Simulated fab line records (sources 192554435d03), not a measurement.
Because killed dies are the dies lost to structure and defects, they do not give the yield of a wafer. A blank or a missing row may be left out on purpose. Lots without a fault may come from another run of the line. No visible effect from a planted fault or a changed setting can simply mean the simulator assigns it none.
Struck lot and sound lot, side by side | flow n5_finfet | 31 steps out of a route of 1938
Sound: the wafers L796.2, L796.4, L796.6. Struck: wafer L818.1. (L818.5 of the same lot was not struck and is left out.) The cause comes at the end.
Each step with rows lists, per side, the tool, then ch with its chambers, then its first start. Under that, the readings that differ: sound wafers | struck wafers | difference of the means | sigmas: that difference in standard deviations of wafers without a fault.
alike: words and numbers the same on both sides, and readings whose means are apart by under 2 such deviations; not compared: readings that were withheld, readings missing a value for some wafer, numbers with overlapping values and no deviation given by the record, and bounds like >300 which may hide the same value.
Wherever a step has rows on one side only, a row that says differs or no value, or a row with sigmas, the two part there. Non-overlapping numbers with no deviation appear without sigmas and do not part them. A reading missing from all wafers of one side parts the sides only when that side holds two or more wafers.

first, 6 steps without rows for these wafers: N5_FIN_SAQP_PRECLEAN_42 (cleans in O3/DIW, time 60 s); N5_FIN_SAQP_PRECLEAN_00 (cleans in SC1, time 60 s); N5_FIN_SAQP_PRECLEAN_44 (cleans in SC2, time 45 s); N5_FIN_SAQP_SRD_01 (time 30 s); N5_FIN_SAQP_ALD_61 (deposits SiO2, target thk 4 nm, pulse time 1 s, purge time 2 s); N5_FIN_SAQP_DENSIFY_62 (time 60 s).
N5_FIN_SAQP_HM_DEP_03: deposits SiNx from SiH4/NH3/N2, target thk 38 nm, time 33.6 s.
  sound on pecvd-02 ch 0,1, day 1 22:14; struck on pecvd-03 ch 2, day 7 10:17
  alike: heater_power_w, showerhead_plenum_p_Torr, throttle_valve_pct
N5_FIN_SAQP_THK_MEAS_05:
  struck on film_metro-01, day 7 10:22; sound on film_metro-02, day 1 22:20
  alike: thk_nm
then, 2 steps without rows for these wafers: N5_FIN_SAQP_PECVD_47 (deposits a-Si from SiH4/He, target thk 45 nm, time 36.3 s); N5_FIN_SAQP_PECVD_48 (deposits SiNx from SiH4/NH3/N2, target thk 25 nm, time 22.1 s).
N5_FIN_SAQP_PECVD_06: deposits a-Si from SiH4/He, target thk 60 nm, time 48.1 s.
  sound on pecvd-04 ch 1, day 1 22:29; struck on pecvd-04 ch 1, day 7 10:29
  alike: heater_power_w, showerhead_plenum_p_Torr, throttle_valve_pct
N5_FIN_SAQP_THK_MEAS_07:
  struck on film_metro-01, day 7 10:34; sound on film_metro-02, day 1 22:36
  alike: thk_nm
N5_FIN_SAQP_HM_DEP_72: deposits SiO2 from SiH4/N2O, target thk 12 nm, time 7.2 s.
  sound on pecvd-02 ch 1,2, day 1 22:38; struck on pecvd-02 ch 1, day 7 10:37
  reading                                      | sound            | struck | difference | sigmas
  model.SiO2_of_FIN_SAQP_HM_DEP_72.thk_nm (nm) | 12.19 12.4 12.22 | 16.09  | +3.82      |
  alike: heater_power_w, showerhead_plenum_p_Torr
then, 8 steps without rows for these wafers: N5_FIN_SAQP_COAT_49 (time 60 s, resist thk 100 nm); N5_FIN_SAQP_COAT_50 (time 60 s, resist thk 35 nm); N5_FIN_SAQP_COAT_10 (resist thk 90 nm); N5_FIN_SAQP_EBR_12; N5_FIN_SAQP_SOFTBAKE_11 (time 60 s); N5_FIN_SAQP_EXPOSE_13 (exposes mask FIN CORE, target cd 35.6 nm); N5_FIN_SAQP_PEB_14 (peb time 60 s); N5_FIN_SAQP_DEVELOP_15 (develop time 30 s).
N5_FIN_SAQP_CD_MEAS_16 targets a cd of 35.6 nm.
  sound on cd_sem-03 ch 0, day 1 23:05; struck on cd_sem-03 ch 0, day 7 10:56
  alike: cd_nm
N5_FIN_SAQP_OVL_MEAS_17:
  sound on overlay-01 ch 0, day 1 23:08; struck on overlay-02 ch 0, day 7 10:58
  alike: FIN_CORE_OVL
N5_FIN_SAQP_INSPECT_18: inspects for defects (brightfield).
  struck on defect_inspect-01, day 7 10:59; sound on defect_inspect-01, day 1 23:09
  alike: raw_defect_count
N5_FIN_SAQP_DESCUM_21: chemistry O2, time 7.9 s.
  sound on rie_diel-04 ch 0,1,3, day 1 23:11; struck on rie_diel-05 ch 1, day 7 11:07
  alike: drypump_motor_current_A, oes_product_au, rf_vpp_V, showerhead_plenum_p_Torr, throttle_valve_pct
  not compared: rf_hours_counter_h
N5_FIN_SAQP_ETCH_51: etches SiARC in CF4, target depth 45.5 nm, time 75.8 s.
  sound on rie_diel-04 ch 0,1,3, day 1 23:13; struck on rie_diel-05 ch 1, day 7 11:09
  alike: drypump_motor_current_A, etch_rf_on_time_s, oes_product_au, rf_vpp_V, showerhead_plenum_p_Torr, throttle_valve_pct
  not compared: rf_hours_counter_h
N5_FIN_SAQP_ETCH_52: etches SOC in N2/H2, target depth 100 nm, overetch 20 nm, time 150 s.
  sound on rie_diel-04 ch 0,1,3, day 1 23:16; struck on rie_diel-05 ch 1, day 7 11:13
  alike: drypump_motor_current_A, h2_flow_sccm, oes_product_au, rf_vpp_V, showerhead_plenum_p_Torr, throttle_valve_pct
  not compared: rf_hours_counter_h
then, 1 step without rows for these wafers: N5_FIN_SAQP_STRIP_53 (strips in N2/H2).
N5_FIN_SAQP_HM_OPEN_73: chemistry CHF3/O2, target SiO2, stops on a-Si, target depth 12 nm, time 16.8 s.
  sound on rie_diel-04 ch 0,1,3, day 1 23:23; struck on rie_diel-05 ch 1, day 7 11:19
  reading                  | sound            | struck | difference | sigmas
  oes_product_au (a.u.)    | 0.41 0.43 0.43   | 0.53   | +0.11      | +3
  model.etch.depth_nm (nm) | 12.19 12.4 12.22 | 16.09  | +3.82      |
  alike: drypump_motor_current_A, rf_vpp_V, showerhead_plenum_p_Torr, throttle_valve_pct
  not compared: rf_hours_counter_h
then, 1 step without rows for these wafers: N5_FIN_SAQP_STRIP_74 (strips in CHF3/O2).
-- here the record skips 8 days between the struck wafers' starts before and after, leaving off in module FIN_SAQP and picking up in module BEOL_M4 (first step shown: number 1111 of the route) --
N5_BEOL_M4_RC_MEAS_101:
  sound on prober-01 ch 0, day 8 17:20; struck on prober-01 ch 0, day 15 22:19
  reading        | sound             | struck | difference | sigmas
  IOFF_N (nA/um) | 0.146 0.161 0.169 | 0.210  | +0.051     | +2
  IOFF_P (nA/um) | 0.178 0.206 0.199 | 0.253  | +0.059     | +2
  SS_N (mV/dec)  | 70.6 71.0 71.4    | 72.1   | +1.1       | +2
  alike: DIBL_N, DIBL_P, ION_N, ION_P, SS_P, VT_N, VT_P

WHERE THEY PART
At N5_FIN_SAQP_HM_OPEN_73 first; at N5_BEOL_M4_RC_MEAS_101 last (within this record only).

WHY: the cause the simulator had injected
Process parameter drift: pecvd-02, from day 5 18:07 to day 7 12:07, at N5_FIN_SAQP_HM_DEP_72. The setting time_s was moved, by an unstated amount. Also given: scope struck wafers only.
